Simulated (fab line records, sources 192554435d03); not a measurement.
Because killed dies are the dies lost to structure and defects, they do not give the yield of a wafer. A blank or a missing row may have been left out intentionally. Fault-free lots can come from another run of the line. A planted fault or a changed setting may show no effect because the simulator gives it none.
Chamber matching    flow n5-finfet    N5_GATE_CUT_STRIP_59 on rie-diel-03 has 4 sister chambers
The step strips in N2/H2, time 20 s. 8 wafers are shown with their chamber, then 11 later ones without.

## EACH WAFER AND ITS CHAMBER
wafer   chamber  showerhead-plenum-p-Torr (Torr)  throttle-valve-pct (%)
L078.1  3        3.18                             12.88
L079.1  3        3.18                             12.90
L082.1  2        3.43                             11.90
L082.3  0        3.39                             12.28
L084.1  1        3.22                             12.22
L084.3  0        3.38                             12.30
L084.6  2        3.43                             11.90
L086.3  1        3.21                             12.25

## WAFERS WHOSE CHAMBER IS MISSING
wafer   showerhead-plenum-p-Torr (Torr)  throttle-valve-pct (%)
L086.4  3.38                             12.30
L086.5  3.42                             11.91
L089.1  3.60                             12.22
L089.2  3.21                             12.27
L089.4  3.21                             12.27
L092.4  3.37                             12.32
L092.5  3.42                             11.93
L092.6  3.59                             12.22
L097.1  3.41                             11.94
L097.3  3.20                             12.30
L097.6  3.59                             12.23

## WHICH CHAMBER EACH ONE RAN IN
wafer    from the rows above   in truth
L086.4   0                     0
L086.5   2                     2
L089.1   2                     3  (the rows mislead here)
L089.2   1                     1
L089.4   1                     1
L092.4   0                     0
L092.5   2                     2
L092.6   2                     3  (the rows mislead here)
L097.1   2                     2
L097.3   1                     1
L097.6   2                     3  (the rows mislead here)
Correctly placed: 8 of 11. From these rows, 0 cannot be placed. 3 placed wrongly.
How it was worked out, from the rows above alone: a wafer's distance from a chamber is the root of the sum, over the readings, of the square of ((its reading less the chamber's mean) divided by the reading's scatter). The wafer belongs to the nearest chamber; if the next one is less than 2 further off, it can't be placed. For every chamber, the mean is computed from those of its wafers that are shown. The scatter: the root of (the sum of the squares of (reading less its chamber's mean) over the shown wafers, divided by (wafers less chambers)).
